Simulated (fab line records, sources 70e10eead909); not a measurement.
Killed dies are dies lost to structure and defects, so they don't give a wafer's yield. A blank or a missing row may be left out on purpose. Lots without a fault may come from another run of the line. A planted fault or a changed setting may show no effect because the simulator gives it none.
Which tool did it? | flow nand_harc | 14 lots, 41 wafers sampled, at 2 steps of a route of 1302

WHAT THE GAUGES READ, wafer by wafer
NHARC_P_BONDPAD_CD_MEAS_09: target cd 500 nm.
lot  | measured     | on        | cd_nm (nm)
L927 | day 6 13:13  | cd_sem-01 | 499.3 500.0 496.8
L928 | day 7 00:17  | cd_sem-03 | 503.1 500.7 502.4
L929 | day 7 09:17  | cd_sem-03 | 502.4 500.3 498.3
L933 | day 9 08:56  | cd_sem-03 | 498.3 498.8
L934 | day 9 15:01  | cd_sem-03 | 501.2 498.9 499.8
L937 | day 10 19:04 | cd_sem-01 | 499.6 497.8 499.6
L942 | day 12 21:05 | cd_sem-01 | 500.9 499.4 500.0
L944 | day 13 21:40 | cd_sem-02 | 496.8 497.3 498.8
L943 | day 13 22:42 | cd_sem-03 | 499.9 496.2 497.2
L946 | day 14 11:11 | cd_sem-02 | 496.2 497.1 497.9
L945 | day 14 11:29 | cd_sem-01 | 501.8 500.5 500.8
L948 | day 15 15:15 | cd_sem-03 | 500.8 501.7 499.1
L949 | day 15 19:42 | cd_sem-02 | 499.1 498.7 500.5
L950 | day 15 20:53 | cd_sem-02 | 497.4 498.3 499.2

WHICH TOOL RAN EACH LOT (tool, then ch and the chambers of the sampled wafers, then the start)
lot  | NHARC_P_BONDPAD_CMP_32
L927 | cmp-03 ch 0,1,3, day 6 12:35
L928 | cmp-02 ch 0,1,3, day 6 23:31
L929 | cmp-01 ch 1,3, day 7 08:26
L933 | cmp-03 ch 0,1, day 9 08:11
L934 | cmp-01 ch 0,1,2, day 9 14:14
L937 | cmp-01 ch 1,2,3, day 10 18:14
L942 | cmp-03 ch 0,2,3, day 12 20:17
L944 | cmp-02 ch 0,1,2, day 13 20:50
L943 | cmp-02 ch 0,1,2, day 13 21:52
L946 | cmp-01 ch 0,1,3, day 14 10:26
L945 | cmp-03 ch 0,1,3, day 14 10:50
L948 | cmp-03 ch 0,1,2, day 15 14:28
L949 | cmp-02 ch 0,1,3, day 15 19:00
L950 | cmp-02 ch 0,1, day 15 20:05
- NHARC_P_BONDPAD_CMP_32: polishes SiCN, target thk 200 nm.

WHAT THE TOOLS THEMSELVES READ (means of the sampled wafers that have a number; where no wafer has one, the mark that the record gives instead)
NHARC_P_BONDPAD_CMP_32.
lot  | tool   | motor_current_A (A)
L927 | cmp-03 | 12.8
L928 | cmp-02 | 13.0
L929 | cmp-01 | 12.3
L933 | cmp-03 | 13.4
L934 | cmp-01 | 13.2
L937 | cmp-01 | 13.2
L942 | cmp-03 | 11.8
L944 | cmp-02 | 11.9
L943 | cmp-02 | 12.1
L946 | cmp-01 | 12.4
L945 | cmp-03 | 12.4
L948 | cmp-03 | 12.3
L949 | cmp-02 | 12.6
L950 | cmp-02 | 13.0

THE ANSWER, worked out from the rows above alone
Rule: what is usual is taken from the lots themselves. Put in order of their means at a reading, lots are off if they are a third of the lots or fewer, leave a main group of 4 or more, and stand apart from it by a gap of 3 or more times the standard deviation of the main group's means; of several such gaps the widest counts. A main group whose means are all the same, to the digits that the tables above print for the reading, isn't used. A lot without any number at a reading at which 4 lots or more have one is off too. The other lots that the step has rows for count as sound. The gauges are gone through in route order, then the tools' own readings, and for those a lot's mean is taken as printed above. The first step at which some lot is off is used, and at that step the reading that is off furthest; a lot without a number counts as furthest.
No lot is off at any reading shown: from this, nothing can be told.

WHAT THE SIMULATOR HAD PUT IN
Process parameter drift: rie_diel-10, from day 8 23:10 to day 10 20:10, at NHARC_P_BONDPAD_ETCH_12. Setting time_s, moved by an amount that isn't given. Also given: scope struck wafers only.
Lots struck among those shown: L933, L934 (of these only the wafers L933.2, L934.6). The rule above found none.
